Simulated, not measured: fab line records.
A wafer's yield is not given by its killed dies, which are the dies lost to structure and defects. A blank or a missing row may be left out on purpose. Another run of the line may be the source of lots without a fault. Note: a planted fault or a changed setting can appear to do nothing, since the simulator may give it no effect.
Check for tools in common :: flow nand-harc :: Sampled: 12 lots, 36 wafers

== THE REASON FOR OPENING IT ==
At NHARC_END_SORT_01 the reading killed-at-other is flagged on 3 of 12 lots. No-fault wafers: 1.2, standard deviation 1.6.
Rule: a lot is flagged when every wafer of it that has a number lies more than 4 standard deviations from that mean, or none has a number. The rest of the lots are taken to be sound.

lot: L188
measured: day 24 23:42
on: prober-02
killed-at-other, wafer by wafer: 2 1 0
flag: 

lot: L192
measured: day 26 00:51
on: prober-01
killed-at-other, wafer by wafer: 1 2 4
flag: 

lot: L191
measured: day 26 09:13
on: prober-02
killed-at-other, wafer by wafer: 0 0 1
flag: 

lot: L195
measured: day 27 10:53
on: prober-02
killed-at-other, wafer by wafer: 1 6 4
flag: 

lot: L196
measured: day 28 04:38
on: prober-02
killed-at-other, wafer by wafer: 4 0 1
flag: 

lot: L197
measured: day 28 06:11
on: prober-01
killed-at-other, wafer by wafer: 4 0 1
flag: 

lot: L199
measured: day 29 01:17
on: prober-02
killed-at-other, wafer by wafer: 3 0 0
flag: 

lot: L201
measured: day 29 19:11
on: prober-02
killed-at-other, wafer by wafer: 0 0 0
flag: 

lot: L202
measured: day 30 02:55
on: prober-02
killed-at-other, wafer by wafer: 0 2 1
flag: 

lot: L203
measured: day 30 03:07
on: prober-01
killed-at-other, wafer by wafer: 608 606 602
flag: FLAGGED

lot: L204
measured: day 30 15:24
on: prober-02
killed-at-other, wafer by wafer: 633 632 644
flag: FLAGGED

lot: L205
measured: day 30 16:14
on: prober-01
killed-at-other, wafer by wafer: 609 585 594
flag: FLAGGED
On average the flagged lots read 612.6, which is +611.4 against the usual, or +99 or more standard deviations.

== WHICH TOOL RAN EACH LOT ==
The record holds 3 process steps before the reading, out of a route of 1302 steps. Cell contents, in order: the tool; ch with the chambers the sampled wafers went through; the start.
lot: L188
flag: 
NHARC_A_BONDPAD_STRIP_15: rie-diel-02 ch 0,2,3, day 23 14:28
NHARC_THIN_TSV_ETCH_15: rie-si-01 ch 0,2,3, day 24 07:55
NHARC_THIN_TSV_STRIP_62: plasma-asher-01 ch 0,1, day 24 09:43

lot: L192
flag: 
NHARC_A_BONDPAD_STRIP_15: rie-diel-12 ch 2,3, day 24 20:43
NHARC_THIN_TSV_ETCH_15: rie-si-06 ch 0,2,3, day 25 10:32
NHARC_THIN_TSV_STRIP_62: plasma-asher-02 ch 0,1, day 25 12:18

lot: L191
flag: 
NHARC_A_BONDPAD_STRIP_15: rie-diel-12 ch 0,1, day 24 19:39
NHARC_THIN_TSV_ETCH_15: rie-si-04 ch 0,2,3, day 25 11:42
NHARC_THIN_TSV_STRIP_62: plasma-asher-02 ch 0,1, day 25 13:30

lot: L195
flag: 
NHARC_A_BONDPAD_STRIP_15: rie-diel-12 ch 1,2,3, day 26 04:07
NHARC_THIN_TSV_ETCH_15: rie-si-06 ch 0,1,3, day 26 19:58
NHARC_THIN_TSV_STRIP_62: plasma-asher-02 ch 0,1, day 26 21:43

lot: L196
flag: 
NHARC_A_BONDPAD_STRIP_15: rie-diel-13 ch 0,1,2, day 26 22:43
NHARC_THIN_TSV_ETCH_15: rie-si-04 ch 0,1, day 27 15:09
NHARC_THIN_TSV_STRIP_62: plasma-asher-02 ch 0,1, day 27 16:56

lot: L197
flag: 
NHARC_A_BONDPAD_STRIP_15: rie-diel-02 ch 1,3, day 26 23:22
NHARC_THIN_TSV_ETCH_15: rie-si-06 ch 1,2,3, day 27 13:56
NHARC_THIN_TSV_STRIP_62: plasma-asher-02 ch 0,1, day 27 16:06

lot: L199
flag: 
NHARC_A_BONDPAD_STRIP_15: rie-diel-02 ch 0,1,3, day 27 16:51
NHARC_THIN_TSV_ETCH_15: rie-si-01 ch 0,1,2, day 28 08:21
NHARC_THIN_TSV_STRIP_62: plasma-asher-01 ch 0,1, day 28 10:31

lot: L201
flag: 
NHARC_A_BONDPAD_STRIP_15: rie-diel-12 ch 1,2, day 28 15:08
NHARC_THIN_TSV_ETCH_15: rie-si-06 ch 0,1, day 29 06:40
NHARC_THIN_TSV_STRIP_62: plasma-asher-02 ch 0,1, day 29 08:28

lot: L202
flag: 
NHARC_A_BONDPAD_STRIP_15: rie-diel-13 ch 0,1, day 28 14:37
NHARC_THIN_TSV_ETCH_15: rie-si-04 ch 1,2,3, day 29 05:26
NHARC_THIN_TSV_STRIP_62: plasma-asher-02 ch 0,1, day 29 07:14

lot: L203
flag: FLAGGED
NHARC_A_BONDPAD_STRIP_15: rie-diel-12 ch 0,2,3, day 28 16:02
NHARC_THIN_TSV_ETCH_15: rie-si-04 ch 0,1,2, day 29 08:31
NHARC_THIN_TSV_STRIP_62: plasma-asher-02 ch 0,1, day 29 10:17

lot: L204
flag: FLAGGED
NHARC_A_BONDPAD_STRIP_15: rie-diel-12 ch 1,2,3, day 29 11:14
NHARC_THIN_TSV_ETCH_15: rie-si-01 ch 0,1,2, day 30 01:01
NHARC_THIN_TSV_STRIP_62: plasma-asher-01 ch 0,1, day 30 02:46

lot: L205
flag: FLAGGED
NHARC_A_BONDPAD_STRIP_15: rie-diel-02 ch 0,2,3, day 29 06:04
NHARC_THIN_TSV_ETCH_15: rie-si-06 ch 0,1,3, day 30 02:22
NHARC_THIN_TSV_STRIP_62: plasma-asher-02 ch 0,1, day 30 04:08
What these steps do:
- NHARC_A_BONDPAD_STRIP_15: strips in O2.
- NHARC_THIN_TSV_ETCH_15: target depth 3000 nm, bosch target overetch cycles 2, bosch etch step 2.8 s.
- NHARC_THIN_TSV_STRIP_62: strips in N2/H2, time 20 s.
- NHARC_END_SORT_01

== FLAGGED AGAINST TOTAL, ONE TOOL AT A TIME (gauges that did the reading follow at the end) ==
step: NHARC_A_BONDPAD_STRIP_15
tool: rie-diel-02
lots run: 4
flagged: 1
share of the flagged lots: some
sound lots run after its first flagged lot: 0

step: NHARC_A_BONDPAD_STRIP_15
tool: rie-diel-12
lots run: 6
flagged: 2
share of the flagged lots: some
sound lots run after its first flagged lot: 0

step: NHARC_A_BONDPAD_STRIP_15
tool: rie-diel-13
lots run: 2
flagged: 0
share of the flagged lots: none
sound lots run after its first flagged lot: -

step: NHARC_THIN_TSV_ETCH_15
tool: rie-si-01
lots run: 3
flagged: 1
share of the flagged lots: some
sound lots run after its first flagged lot: 0

step: NHARC_THIN_TSV_ETCH_15
tool: rie-si-04
lots run: 4
flagged: 1
share of the flagged lots: some
sound lots run after its first flagged lot: 0

step: NHARC_THIN_TSV_ETCH_15
tool: rie-si-06
lots run: 5
flagged: 1
share of the flagged lots: some
sound lots run after its first flagged lot: 0

step: NHARC_THIN_TSV_STRIP_62
tool: plasma-asher-01
lots run: 3
flagged: 1
share of the flagged lots: some
sound lots run after its first flagged lot: 0

step: NHARC_THIN_TSV_STRIP_62
tool: plasma-asher-02
lots run: 9
flagged: 2
share of the flagged lots: some
sound lots run after its first flagged lot: 0

step: NHARC_END_SORT_01
tool: prober-01
lots run: 4
flagged: 2
share of the flagged lots: some
sound lots run after its first flagged lot: 0

step: NHARC_END_SORT_01
tool: prober-02
lots run: 8
flagged: 1
share of the flagged lots: some
sound lots run after its first flagged lot: 0

== WHAT IS ALLOWED BY THE TABLE ==
No row of the table ran every flagged lot.

== WHAT THE SIMULATOR PUT IN ==
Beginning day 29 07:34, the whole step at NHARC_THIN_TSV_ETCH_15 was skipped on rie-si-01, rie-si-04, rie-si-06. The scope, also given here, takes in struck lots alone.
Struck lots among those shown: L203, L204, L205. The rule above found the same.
